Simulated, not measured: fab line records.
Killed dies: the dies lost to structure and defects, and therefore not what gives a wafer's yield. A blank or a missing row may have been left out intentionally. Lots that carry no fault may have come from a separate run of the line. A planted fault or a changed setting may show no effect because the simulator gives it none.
A struck lot beside a sound one    flow n5 finfet    16 out of 1938 route steps
Sound: wafers L984.2, L984.4, L984.6. The struck wafers were L990.1, L990.2, L990.3. The cause is named last.
Each step with rows lists, per side, the tool, then ch with its chambers, then its first start. Under that, the readings that differ: sound wafers    struck wafers    difference of the means    sigmas: that difference in standard deviations of wafers without a fault.
alike: readings whose means differ by less than 2 such deviations, and words and numbers that are the same on both sides. not compared: withheld readings, readings that some wafer has no value for, bounds like >300 that may hide the same value, and numbers for which the record gives no deviation and whose values overlap.
The two part at a step that has a row with sigmas, a row that says differs or no value, or rows on one side only. Non-overlapping numbers with no deviation appear without sigmas and do not part them. Lack of a reading on every wafer of one side parts them only where that side has two or more wafers.

N5_BEOL_M1_SPUTTER_79: material Cu, target thk 4.5 nm, time 8.29 s.
  sound: pvd sputter-03 at day 7 03:54; struck: pvd sputter-01 at day 8 22:50
  alike: chamber pressure pa, chuck gas flow sccm, chuck sensor temp C, throttle valve pct
then, 3 steps without rows for these wafers: N5_BEOL_M1_ANNEAL_80 (time 240 s); N5_BEOL_M1_SPUTTER_81 (material Cu, target thk 4.5 nm, time 8.29 s); N5_BEOL_M1_ANNEAL_82 (time 240 s).
N5_BEOL_M1_SPUTTER_86: material Cu, target thk 4.5 nm, time 8.29 s.
  sound: pvd sputter-03 at day 7 04:20; struck: pvd sputter-01 at day 8 23:17
  alike: chamber pressure pa, chuck gas flow sccm, chuck sensor temp C, throttle valve pct
then, 4 steps without rows for these wafers: N5_BEOL_M1_ANNEAL_87 (time 240 s); N5_BEOL_M1_SPUTTER_88 (material Cu, target thk 4.5 nm, time 8.29 s); N5_BEOL_M1_ANNEAL_89 (time 240 s); N5_BEOL_M1_SPUTTER_90 (material Cu, target thk 4.5 nm, time 8.29 s).
N5_BEOL_M1_ANNEAL_91: time 240 s.
  sound: pvd sputter-03 at day 7 04:52; struck: pvd sputter-01 at day 8 23:48
  alike: heater power w
N5_BEOL_M1_SPUTTER_92: material Cu, target thk 4.5 nm, time 8.29 s.
  sound: pvd sputter-03 at day 7 05:00; struck: pvd sputter-01 at day 8 23:56
  alike: chamber pressure pa, chuck gas flow sccm, chuck sensor temp C, throttle valve pct
N5_BEOL_M1_ANNEAL_93: time 240 s.
  sound: pvd sputter-03 at day 7 05:05; struck: pvd sputter-01 at day 9 00:01
  alike: heater power w
N5_BEOL_M1_SPUTTER_94: material Cu, target thk 4.5 nm, time 8.29 s.
  sound: pvd sputter-03 at day 7 05:13; struck: pvd sputter-01 at day 9 00:10
  no value came back on the struck wafers for chamber pressure pa (Pa), chuck gas flow sccm (sccm), chuck sensor temp C (C), throttle valve pct (%); on the sound wafers chamber pressure pa (Pa) reads 0.07015 0.07 0.07018
then, 1 step without rows for these wafers: N5_BEOL_M1_ANNEAL_95 (time 240 s).
N5_BEOL_M4_RC_MEAS_101:
  sound on prober-01 ch 0, day 8 17:40; struck on prober-02 ch 0, day 10 10:39
  alike: DIBL_N, DIBL_P, IOFF_N, IOFF_P, ION_N, ION_P, SS_N, SS_P, VT_N, VT_P
-- here the record skips 4 days between the struck wafers' starts before and after, leaving off in module BEOL_M4 and picking up in module PASSIVATION (first step shown: number 1936 of the route) --
N5_PASSIVATION_PROBE_49:
  the record has rows for the struck wafers here (prober-02, day 14 07:43) and none for the sound ones

WHERE THEY PART
Last at N5_PASSIVATION_PROBE_49 as far as this record goes, first at N5_BEOL_M1_SPUTTER_94.

WHY: what the simulator had put in
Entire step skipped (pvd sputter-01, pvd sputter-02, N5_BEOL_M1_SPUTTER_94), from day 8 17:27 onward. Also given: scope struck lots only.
